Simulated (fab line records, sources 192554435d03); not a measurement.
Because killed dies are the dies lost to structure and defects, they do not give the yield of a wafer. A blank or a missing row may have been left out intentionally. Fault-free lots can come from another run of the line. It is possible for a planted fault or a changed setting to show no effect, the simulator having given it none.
Split-lot trial | flow n5_finfet | 21 wafers read across 7 lots, on a route 1938 steps long

== THE SPLIT ==
At N5_WELL_APT_COAT_02 (resist thk 950 nm), the setting spin_rpm was moved away from the recipe's 1357 rpm on 5 of the 21 wafers read, by -10.3% to +6.3%. For the rest of the wafers, this setting stayed at what the recipe calls for.

The split's own step is where the reading is taken.

== THE READING ==
coat_of_WELL_APT_COAT_02.thk_nm (the simulator's own value, which no gauge read), in nm, at N5_WELL_APT_COAT_02 (resist thk 950 nm). No usual value for it is given in the file. Here, 16 wafers ran the recipe; their average is 950.2 nm with a standard deviation of 4.5 nm.

wafer  | tool, chamber at the split | spin_rpm as run, rpm | against the recipe | coat_of_WELL_APT_COAT_02.thk_nm, nm | against lot-mates on the recipe
L074.1 | litho_track-04, 0          | 1357                 | recipe             | 952.5                               | -
L074.2 | litho_track-04, 0          | 1357                 | recipe             | 953.9                               | -
L074.5 | litho_track-04, 0          | 1269                 | -6.5%              | 983.9                               | +30.7
L080.1 | litho_track-05, 0          | 1357                 | recipe             | 946.5                               | -
L080.2 | litho_track-05, 0          | 1357                 | recipe             | 944                                 | -
L080.5 | litho_track-05, 0          | 1357                 | recipe             | 945.2                               | -
L081.1 | litho_track-04, 0          | 1442                 | +6.3%              | 925.2                               | -26.5
L081.2 | litho_track-04, 0          | 1357                 | recipe             | 950                                 | -
L081.5 | litho_track-04, 0          | 1357                 | recipe             | 953.5                               | -
L084.1 | litho_track-05, 0          | 1217                 | -10.3%             | 999.2                               | +53.0
L084.2 | litho_track-05, 0          | 1357                 | recipe             | 943.8                               | -
L084.4 | litho_track-05, 0          | 1357                 | recipe             | 948.6                               | -
L086.1 | litho_track-04, 0          | 1357                 | recipe             | 957.5                               | -
L086.3 | litho_track-04, 0          | 1357                 | recipe             | 955.3                               | -
L086.5 | litho_track-04, 0          | 1357                 | recipe             | 958.2                               | -
L087.3 | litho_track-05, 0          | 1357                 | recipe             | 946                                 | -
L087.5 | litho_track-05, 0          | 1357                 | recipe             | 949.4                               | -
L087.6 | litho_track-05, 0          | 1357                 | recipe             | 947.9                               | -
L091.4 | litho_track-05, 0          | 1436                 | +5.8%              | 921.5                               | -29.8
L091.5 | litho_track-05, 0          | 1436                 | +5.8%              | 921.5                               | -29.8
L091.6 | litho_track-05, 0          | 1357                 | recipe             | 951.3                               | -

FIT RESULTS
A straight line over all 21 wafers: coat_of_WELL_APT_COAT_02.thk_nm changes by -4.76 nm for each +1% of spin_rpm; r = -0.97; the points scatter about the line by 4.3 nm.
The same after taking each lot's own level away (the mean of its wafers on the recipe; 21 wafers): -4.93 nm for each +1%; r = -1.00; scatter 1.8 nm.
That fit puts the effect of the largest move of spin_rpm on the reading at 51 nm.
Measured against the standard deviation above, the lots' own levels, which go from 945.23 to 957.00 nm, span 2.6 times it.
Consequently the slope shifts little with the lot-to-lot level, the two slopes agreeing.
Check: for one of the wafers moved furthest among these (-10.3%), held out of the fit, the line's prediction against its lot-mates is +49.2 nm. Against them it came out at +53 nm.

== FILE'S OWN FIT ==
coat_of_WELL_APT_COAT_02.thk_nm changes by -4.9 nm for each +1% of spin_rpm, r = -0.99.
